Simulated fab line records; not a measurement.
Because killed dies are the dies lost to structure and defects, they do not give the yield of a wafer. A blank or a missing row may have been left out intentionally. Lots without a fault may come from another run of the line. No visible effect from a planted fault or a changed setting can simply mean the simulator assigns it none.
fab line records + flow n5-finfet
[record]
- lots = 5
- wafers = 15
- last-day = 16
route steps=1938 shown BEOL_M11@1571
lots with no fault: from the same line, run without faults
start-h: hours from the record's first day to the start of the lot's first wafer shown + wait-h: hours from the lot's prior step to this one + " identical to the entry in the row above + L1.1+2: a single row standing in for several wafers + - no value present, or no start provided + * or withheld: withheld + < > ~ a bound
route shown NAME@n: a module of which the file shows steps, and the number in the route of the first + usual: mean and standard deviation over wafers with no fault + same: alike in all rows + chamber/n: place in a boat + sites: each site's reading + _std_site: how widely they spread, as a standard deviation + _edge_site: inner sites' mean taken away from outer sites' mean + radius-mm: for every site, how far away it sits from the centre of the wafer + mask NAME#n: copy n + behind: the last tool/chamber to shape the wafer + hold: why the lot was held/for how many hours/how that ended + device: names the non-switching transistor (n, p or np) + end of line: tests run on the same wafers once the route is complete + a step with no rows: only its recipe + killed: count of dies lost to structure and defects at first sort (not the wafer's yield) + map: a wafer's dies, marking killed ones x, the rest . and places with no die _
set.NAME: the setting that was run; set.NAME@STEP: the one run at that earlier step + model.NAME: the simulator's own value behind a step, which no gauge read
lots seen at some steps along the route; tables by step, rows by wafer
services: a tool's chamber out of use, with start hour (start-h, from the record's first day; less than 0 if before it), hours out, and reason
[[steps]]
[step N5_BEOL_M11_DESCUM_33]
[recipe]
- chemistry = O2
- time-s = 7.9
- source-power-w = 50
- bias-power-w = 20
- pressure-mtorr = 20
- rf-frequency-hz = 2.712e+07
- temp-c = 40
- resist = CAR-ArF
- o2-flow-sccm = 225
[step N5_BEOL_M11_ETCH_65]
[recipe]
- chemistry = CF4
- target = SiARC
- target-depth-a = 390
- mask-material = CAR-ArF
- time-s = 65
- ion-energy-ev = 80
- pressure-mtorr = 40
- source-w = 545
- bias-w = 36
- Ar_flow_sccm = 100
- cf4-flow-sccm = 100
- ends = cleared
[step N5_BEOL_M11_ETCH_66]
[recipe]
- chemistry = N2/H2
- target = SOC
- target-depth-a = 1200
- overetch-a = 240
- mask-material = SiARC
- temp-c = 40
- time-s = 180
- ion-energy-ev = 200
- pressure-mtorr = 30
- source-w = 840
- bias-w = 150
- n2-flow-sccm = 200
- h2-flow-sccm = 200
[step N5_BEOL_M11_STRIP_69]
[recipe]
- chemistry = N2/H2
- temp-c = 40
- n2-flow-sccm = 200
- h2-flow-sccm = 200
- rf-frequency-hz = 6e+07
[step N5_BEOL_M11_VIA_ETCH_34]
[recipe]
- chemistry = C4F6/O2
- target = SiCOH_lowk
- target-depth-a = 1845
- mask-material = SOC
- taper-deg = 4
- time-s = 69.2
- ion-energy-ev = 250
- pressure-mtorr = 30
- source-w = 345
- bias-w = 185
- Ar_flow_sccm = 300
- C4F6_flow_sccm = 10
- O2_flow_sccm = 10
[step N5_BEOL_M11_STRIP_73]
[recipe]
- chemistry = C4F6/O2
- resist = SiARC
- rf-frequency-hz = 6e+07
[step N5_BEOL_M11_STRIP_36]
[recipe]
- chemistry = N2/H2
- power-w = 450
- temp-c = 40
- pressure-mtorr = 20
- rf-frequency-hz = 6e+07
- overash-fraction = 0.3
- bias-power-w = 7
- h2-frac = 0.5
- n2-flow-sccm = 200
- h2-flow-sccm = 200
[step N5_BEOL_M11_TRENCH_ETCH_37]
[recipe]
- chemistry = C4F6/O2
- target-depth-a = 1488.3
- target = SiCOH_lowk
- time-s = 48
- ion-energy-ev = 250
- pressure-mtorr = 30
- source-w = 345
- bias-w = 185
- Ar_flow_sccm = 300
- C4F6_flow_sccm = 10
- O2_flow_sccm = 10
[step N5_BEOL_M11_ETCH_41]
[recipe]
- chemistry = CH3F/O2
- target = SiCN
- target-depth-a = 426
- taper-deg = 2
- time-s = 86
- ion-energy-ev = 120
- mask-material = TiN
- pressure-mtorr = 30
- source-w = 395
- bias-w = 75
- Ar_flow_sccm = 150
- CH3F_flow_sccm = 30
- O2_flow_sccm = 20
[step N5_BEOL_M11_STRIP_77]
[recipe]
- chemistry = N2/H2
- time-s = 10
- power-w = 450
- temp-c = 40
- pressure-mtorr = 20
- rf-frequency-hz = 6e+07
- bias-power-w = 7
- n2-flow-sccm = 200
- h2-flow-sccm = 200
[step N5_BEOL_M11_HM_STRIP_39]
[recipe]
- chemistry = peroxide-tin-strip
- material = TiN
- target-depth-a = 250
- temp-c = 50
- time-s = 158
[usual]
- bath-guard-temp-C = 50.0/0.51
- bath-heat-duty-pct = 7.0/0.85
- temp-c = 49.99/0.12
- time-s = 158/0
| lot.wafer | tool         | chamber | start-h | wait-h | bath-guard-temp-C | bath-heat-duty-pct | temp-c | time-s | model.TiN_of_BEOL_M11_HM_DEP_02.thk-nm |
|-----------|--------------|---------|---------|--------|-------------------|--------------------|--------|--------|----------------------------------------|
| L352.4    | wet-bench-02 | 1       | 232.30  | 0.0    | 50.1              | 6.7                | 49.91  | 158    | 0                                      |
| L352.5    | "            | 7       | "       | "      | 49.8              | 7.8                | 49.93  | 158    | 0                                      |
| L352.6    | "            | 2       | "       | "      | 50.4              | 9.1                | 50.16  | 158    | 0                                      |
| L363.1    | wet-bench-04 | 7       | 294.96  | 0.0    | -                 | -                  | -      | -      | 15.8                                   |
| L363.2    | "            | 6       | "       | "      | -                 | -                  | -      | -      | 15.8                                   |
| L363.6    | "            | 2       | "       | "      | -                 | -                  | -      | -      | 15.8                                   |
| L365.1    | wet-bench-02 | 6       | 302.34  | 0.0    | -                 | -                  | -      | -      | 15.6                                   |
| L365.2    | "            | 0       | "       | "      | -                 | -                  | -      | -      | 15.8                                   |
| L365.4    | "            | 5       | "       | "      | -                 | -                  | -      | -      | 15.6                                   |
| L366.2    | wet-bench-04 | 3       | 302.80  | 0.0    | -                 | -                  | -      | -      | 15.6                                   |
| L366.5    | "            | 1       | "       | "      | -                 | -                  | -      | -      | 15.6                                   |
| L366.6    | "            | 5       | "       | "      | -                 | -                  | -      | -      | 15.8                                   |
| L369.2    | wet-bench-04 | 7       | 330.20  | 0.0    | 49.9              | 7.6                | 49.90  | 158    | 0                                      |
| L369.3    | "            | 5       | "       | "      | 50.7              | 7.0                | 50.05  | 158    | 0                                      |
| L369.4    | "            | 3       | "       | "      | 50.5              | 7.2                | 49.96  | 158    | 0                                      |
[step N5_BEOL_M11_SRD_40]
[recipe]
- time-s = 30
- temp-c = 23
- rinse-liquid = diw
- dry = ipa-marangoni
[step N5_BEOL_M11_PRECLEAN_42]
[recipe]
- chemistry = residue-remover
- time-s = 60
- temp-c = 40
[usual]
- temp-c = 39.99/0.12
[same]
- time-s = 60
| lot.wafer | tool         | chamber | start-h | wait-h | temp-c | model.TiN_of_BEOL_M11_HM_DEP_02.thk-nm |
|-----------|--------------|---------|---------|--------|--------|----------------------------------------|
| L352.4    | wet-bench-02 | 1       | 232.36  | 0.0    | 40.05  | 0                                      |
| L352.5    | "            | 7       | "       | "      | 40.02  | 0                                      |
| L352.6    | "            | 2       | "       | "      | 40.17  | 0                                      |
| L363.1    | wet-bench-04 | 7       | 295.02  | 0.0    | 39.87  | 4.8                                    |
| L363.2    | "            | 6       | "       | "      | 39.85  | 4.8                                    |
| L363.6    | "            | 2       | "       | "      | 40.04  | 4.8                                    |
| L365.1    | wet-bench-02 | 6       | 302.40  | 0.0    | 39.88  | 4.6                                    |
| L365.2    | "            | 0       | "       | "      | 40.18  | 4.8                                    |
| L365.4    | "            | 5       | "       | "      | 40.17  | 4.6                                    |
| L366.2    | wet-bench-04 | 3       | 302.86  | 0.0    | 39.90  | 4.6                                    |
| L366.5    | "            | 1       | "       | "      | 40.02  | 4.6                                    |
| L366.6    | "            | 5       | "       | "      | 39.80  | 4.8                                    |
| L369.2    | wet-bench-04 | 7       | 330.27  | 0.0    | 40.00  | 0                                      |
| L369.3    | "            | 5       | "       | "      | 40.00  | 0                                      |
| L369.4    | "            | 3       | "       | "      | 40.07  | 0                                      |
[step N5_BEOL_M11_SRD_43]
[recipe]
- time-s = 30
- temp-c = 23
- rinse-liquid = diw
- dry = ipa-marangoni
[step N5_BEOL_M11_CURE_72]
[recipe]
- temp-c = 370
- time-s = 120
- ambient = DMADMS/He
- material = SiCOH_lowk
[step N5_BEOL_M11_DEGAS_44]
[recipe]
- ambient = vacuum
- temp-c = 250
- time-s = 60
[step N5_BEOL_M11_PRE_CLEAN_45]
[recipe]
- gas = H2/He
- time-s = 30
- temp-c = 250
[step N5_BEOL_M11_ALD_74]
[recipe]
- material = TaN
- target-thk-a = 20
- temp-c = 275
- ald-precursor-family = PDMAT
- ald-co-reactant = NH3
- pressure-torr = 3
- carrier-flow-sccm = 1500
- pulse-time-s = 2
- purge-time-s = 3
- co-reactant-purge-time-s = 2
- co-reactant-pulse-time-s = 3
- ald-cycles = 40
- precursor-vessel-temp-c = 75
- precursor-vessel-pressure-torr = 26.25
- precursor-vessel-carrier-sccm = 1000
[step N5_BEOL_M11_SURFACE_TREAT_76]
[recipe]
- gas = Ar
- time-s = *
- ion-energy-ev = *
- ion-current-ma-cm2 = 0.5
- pressure-mtorr = *
- ar-flow-sccm = 30
[step N5_BEOL_M11_CVD_75]
[recipe]
- material = Co
- target-thk-a = 20
- temp-c = withheld
- precursor = CCTBA/H2
- pressure-torr = 30
- time-s = 138.9
[step N5_BEOL_M11_SPUTTER_48]
[recipe]
- material = Cu
- target-thk-a = 120
- temp-c = -20
- bias-v = 60
- power-w = 26000
- chamber-pressure-pa = 0.13
- time-s = 2
[step N5_BEOL_M11_ECD_50]
[recipe]
- material = Cu
- target-thk-a = 3180
[step N5_BEOL_M11_ANNEAL_51]
[recipe]
- temp-c = 225
- time-s = 90
- ambient = N2
[step N5_BEOL_M11_CMP_52]
[recipe]
- stop-on = SiCOH_lowk
- t-overpolish-s = 7
- down-force-psi = 1
- platen-rpm = 50
- clearing-platen-down-force-psi = 1.5
- clearing-platen-rpm = 50
- post-cmp-clean = cu-alkaline
- target-thk-nm = 140
- clearing-platen-pad-velocity-m-s = 0.99484
- pad-velocity-m-s = 0.99484
[usual]
- barrier-field-endpoint-s = 28.7/0.68
- motor-current-A = 6.0/0.73
| lot.wafer | tool   | chamber | start-h | wait-h | barrier-field-endpoint-s | motor-current-A |
|-----------|--------|---------|---------|--------|--------------------------|-----------------|
| L352.4    | cmp-01 | 1       | 234.10  | 0.2    | 29.2                     | 5.0             |
| L352.6    | "      | 0       | "       | "      | 30.0                     | 7.5             |
| L352.5    | "      | 1       | "       | "      | 29.7                     | 4.4             |
| L363.1    | cmp-01 | 0       | 297.80  | 0.3    | 34.3                     | 7.4             |
| L363.2    | "      | 3       | "       | "      | 33.6                     | 5.1             |
| L363.6    | "      | 0       | "       | "      | 35.4                     | 7.4             |
| L365.4    | cmp-01 | 1       | 305.46  | 0.1    | 34.6                     | 4.9             |
| L365.1    | "      | 2       | "       | "      | 33.6                     | 6.6             |
| L365.2    | "      | 0       | "       | "      | 34.6                     | 7.0             |
| L366.2    | cmp-01 | 0       | 306.63  | 0.3    | 34.9                     | 7.0             |
| L366.6    | "      | 1       | "       | "      | 35.5                     | 5.0             |
| L366.5    | "      | 2       | "       | "      | 35.1                     | 6.6             |
| L369.2    | cmp-01 | 3       | 334.33  | 0.2    | 28.5                     | 5.3             |
| L369.3    | "      | 0       | "       | "      | 28.3                     | 7.1             |
| L369.4    | "      | 2       | "       | "      | 28.3                     | 6.1             |
[[services]]
| tool         | chamber | start-h | hours | kind                           |
|--------------|---------|---------|-------|--------------------------------|
| cmp-01       | -       | 213.82  | 4.0   | pm                             |
| cmp-01       | -       | 217.82  | -     | consumable-replace:conditioner |
| cmp-01       | -       | 217.82  | -     | consumable-replace:pad         |
| cmp-01       | -       | 292.42  | 2.4   | repair                         |
| wet-bench-04 | -       | 324.17  | 5.3   | repair                         |
[[key]]
[first-sign]
- step = N5_BEOL_M11_HM_STRIP_39
- reading = tool-record
- direction = missing
[effect]
- step = N5_BEOL_M11_CMP_52
- reading = barrier-field-endpoint-s
- direction = up
- sigmas = 8.8
- usual = 28.7
- struck = 34.6
[model-effect]
- step = N5_BEOL_M11_HM_STRIP_39
- value = TiN_of_BEOL_M11_HM_DEP_02.thk-nm
- without = 0
- struck = 15.71
[model-effect]
- step = N5_BEOL_M11_PRECLEAN_42
- value = TiN_of_BEOL_M11_HM_DEP_02.thk-nm
- without = 0
- struck = 4.711
met-at N5_BEOL_M11_HM_STRIP_39
struck-wafers L363.1,L363.2,L363.6,L365.1,L365.2,L365.4,L366.2,L366.5,L366.6
onset-between 232.30 294.96
[fault]
- kind = skipped-step-whole
- tool = wet-bench-02,wet-bench-04
- chamber = -
- onset-h = 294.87
- steps = N5_BEOL_M11_HM_STRIP_39
- scope = struck-lots-only
